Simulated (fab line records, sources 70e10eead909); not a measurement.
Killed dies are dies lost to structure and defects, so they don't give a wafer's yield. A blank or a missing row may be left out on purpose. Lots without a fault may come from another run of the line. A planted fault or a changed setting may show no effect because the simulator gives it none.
Problem report in the 8D (eight disciplines) form, filled by code | flow nand_harc | the parts of the form that need people (team, actions taken, sign-off) are left out

1. THE PROBLEM
run_length_s at NHARC_P_BONDPAD_ETCH_37 reads a mean of 67.3 s on 1 wafer of 1 lot; wafers without a fault read 87.4 s with a standard deviation of 0.39. That is -52 standard deviations from the usual mean.
The step: etches the open film in N2/H2, target depth 60 nm, overetch 18 nm, time 65.91 s.
First seen on wafer L299.2, day 8 07:39, on rie_diel-08. The record holds 39 wafers of 13 lots with a number at this step. Rule for "out", or "out of limits": more than 4 standard deviations from the usual mean. The other wafers with a number count as sound.

2. WHAT IT IS AND WHAT IT IS NOT
question                    | is               | is not
which readings at this step | run_length_s     | chamber_pressure_mTorr, drypump_motor_current_A, mfc_ar_sccm, rf_vpp_V, showerhead_plenum_p_Torr, throttle_valve_pct
which lots                  | L299             | L306, L307, L308, L309, L310, L311, L312, L313, L314, L316, L317, L318
which wafers of those lots  | L299.2           | L299.1, L299.3
read on which tools         | rie_diel-08      | rie_diel-02, rie_diel-06
when                        | from day 8 07:39 | up to then (2 sound wafers); but 36 sound wafers of L306, L307, L308, L309, L310, L311, L312, L313, L314, L316, L317, L318 came after

3. SUSPECTS, AND WHAT RULES EACH OUT
Counting: a tool at a process step up to the reading stays a suspect if it ran every lot that is out. Sound lots after the first of them don't rule it out here, since some wafers of a struck lot are sound.
- rie_diel-08 at NHARC_P_BONDPAD_ETCH_37 (etches the open film in N2/H2, target depth 60 nm, overetch 18 nm, time 65.91 s): kept. It ran the lot that is out, L299 (day 8 07:39). Its own readings are out on those wafers: run_length_s.
- Within rie_diel-08 at NHARC_P_BONDPAD_ETCH_37: the wafers that are out ran in chamber 0; their sound lot-mates ran in chambers 1, 3.
Left after counting: rie_diel-08 at NHARC_P_BONDPAD_ETCH_37.

4. THE CAUSE (what the simulator had put in)
Process parameter drift: rie_diel-08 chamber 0, from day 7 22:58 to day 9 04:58, at NHARC_P_BONDPAD_ETCH_37. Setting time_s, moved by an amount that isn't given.
Counting left only this tool.

5. THE CHAIN OF EFFECTS, in route order
Each row: a reading whose mean over the struck wafers that have a number lies more than 3 standard deviations from the usual. Only readings for which the record gives a usual standard deviation are gone through. hours: the time from each lot's start at the first step in this table that gives one to its start at this step, as a median over the lots. sigmas: the change in usual standard deviations.
hours | step                    | reading      | usual  | on struck wafers | change | sigmas
0     | NHARC_P_BONDPAD_ETCH_37 | run_length_s | 87.4 s | 67.3             | -20.1  | -52
The process steps in it:
- NHARC_P_BONDPAD_ETCH_37: etches the open film in N2/H2, target depth 60 nm, overetch 18 nm, time 65.91 s.

6. WHAT WOULD HAVE CAUGHT IT SOONER
In this record the first reading out of limits was taken at day 8 07:39, 9 hours after the fault began at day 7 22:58.
